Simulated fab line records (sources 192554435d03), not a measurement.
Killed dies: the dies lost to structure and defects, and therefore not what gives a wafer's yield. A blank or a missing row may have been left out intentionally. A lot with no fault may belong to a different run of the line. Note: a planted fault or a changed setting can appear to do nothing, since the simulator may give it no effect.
Which tool did it? || flow n5-finfet || 33 wafers from 12 lots sampled at 2 of the route's 1938 steps

WHAT EACH GAUGE READ, for each wafer
N5_MIM_BOT_LITHO_CD_MEAS_08: target cd 3000 nm.
{"lot": "L591", "measured": "day 12 17:46", "on": "cd-sem-01", "cd-nm (nm)": "3003.2 3001.7 3002.3"}
{"lot": "L594", "measured": "day 13 09:29", "on": "cd-sem-02", "cd-nm (nm)": "3000.3 2996.8 3001.5"}
{"lot": "L596", "measured": "day 14 05:04", "on": "cd-sem-03", "cd-nm (nm)": "2996.9 3001.8 3002.6"}
{"lot": "L597", "measured": "day 14 11:01", "on": "cd-sem-03", "cd-nm (nm)": 3001.9}
{"lot": "L595", "measured": "day 14 18:14", "on": "cd-sem-01", "cd-nm (nm)": "3000.3 2999.5"}
{"lot": "L600", "measured": "day 15 10:22", "on": "cd-sem-02", "cd-nm (nm)": "3002.9 3005.7 3002.1"}
{"lot": "L603", "measured": "day 15 11:40", "on": "cd-sem-02", "cd-nm (nm)": "3000.1 2997.9 2999.1"}
{"lot": "L602", "measured": "day 15 16:56", "on": "cd-sem-03", "cd-nm (nm)": "2997.3 3001.2 3000.6"}
{"lot": "L605", "measured": "day 16 09:34", "on": "cd-sem-01", "cd-nm (nm)": "2998.8 3000.8 3000.7"}
{"lot": "L607", "measured": "day 17 01:08", "on": "cd-sem-02", "cd-nm (nm)": "3001.3 2999.5 3002.0"}
{"lot": "L611", "measured": "day 17 17:08", "on": "cd-sem-03", "cd-nm (nm)": "3002.8 3000.1 3002.8"}
{"lot": "L612", "measured": "day 17 20:32", "on": "cd-sem-02", "cd-nm (nm)": "2999.4 2995.3 2997.3"}

N5_MIM_BOT_LITHO_INSPECT_12: inspects for defects (macro).
{"lot": "L591", "measured": "day 12 17:49", "on": "defect-inspect-02", "raw-defect-count": "2 2 0"}
{"lot": "L594", "measured": "day 13 09:32", "on": "defect-inspect-02", "raw-defect-count": "2 2 3"}
{"lot": "L596", "measured": "day 14 05:07", "on": "defect-inspect-02", "raw-defect-count": "2 3 3"}
{"lot": "L597", "measured": "day 14 11:04", "on": "defect-inspect-02", "raw-defect-count": 4}
{"lot": "L595", "measured": "day 14 18:17", "on": "defect-inspect-02", "raw-defect-count": "2 1"}
{"lot": "L600", "measured": "day 15 10:25", "on": "defect-inspect-01", "raw-defect-count": "4 2 1"}
{"lot": "L603", "measured": "day 15 11:43", "on": "defect-inspect-01", "raw-defect-count": "5 0 1"}
{"lot": "L602", "measured": "day 15 17:00", "on": "defect-inspect-01", "raw-defect-count": "1 2 3"}
{"lot": "L605", "measured": "day 16 09:38", "on": "defect-inspect-01", "raw-defect-count": "2 2 2"}
{"lot": "L607", "measured": "day 17 01:11", "on": "defect-inspect-02", "raw-defect-count": "2 0 1"}
{"lot": "L611", "measured": "day 17 17:11", "on": "defect-inspect-02", "raw-defect-count": "6 2 2"}
{"lot": "L612", "measured": "day 17 20:35", "on": "defect-inspect-01", "raw-defect-count": "1 2 3"}

WHAT TOOL EACH LOT RAN ON (gives the tool, then ch and the chambers of the sampled wafers, and finally the start)
The record holds no process step before these readings.

WHAT THE TOOLS THEMSELVES READ (means of the sampled wafers that have a number; where no wafer has one, the mark that the record gives instead)
The record holds no such reading with a usual standard deviation.

THE ANSWER, worked out from the rows above alone
Rule: usual is defined by the lots themselves. Put in order of their means at a reading, lots are off if they are a third of the lots or fewer, leave a main group of 4 or more, and stand apart from it by a gap of 3 or more times the standard deviation of the main group's means; of several such gaps the widest counts. The tables above print the reading to a certain number of digits; a main group whose means all agree to those digits is not used. A lot without any number at a reading at which 4 lots or more have one is off too. All remaining lots with rows at the step are treated as sound. Order of review: gauges by route order, followed by the tools' own readings, for which a lot's mean as printed above is used. The first step at which some lot is off is used, and at that step the reading that is off furthest; a lot without a number counts as furthest.
No lot is off on any of the readings shown, so nothing can be concluded from this.

WHAT WAS PUT IN BY THE SIMULATOR
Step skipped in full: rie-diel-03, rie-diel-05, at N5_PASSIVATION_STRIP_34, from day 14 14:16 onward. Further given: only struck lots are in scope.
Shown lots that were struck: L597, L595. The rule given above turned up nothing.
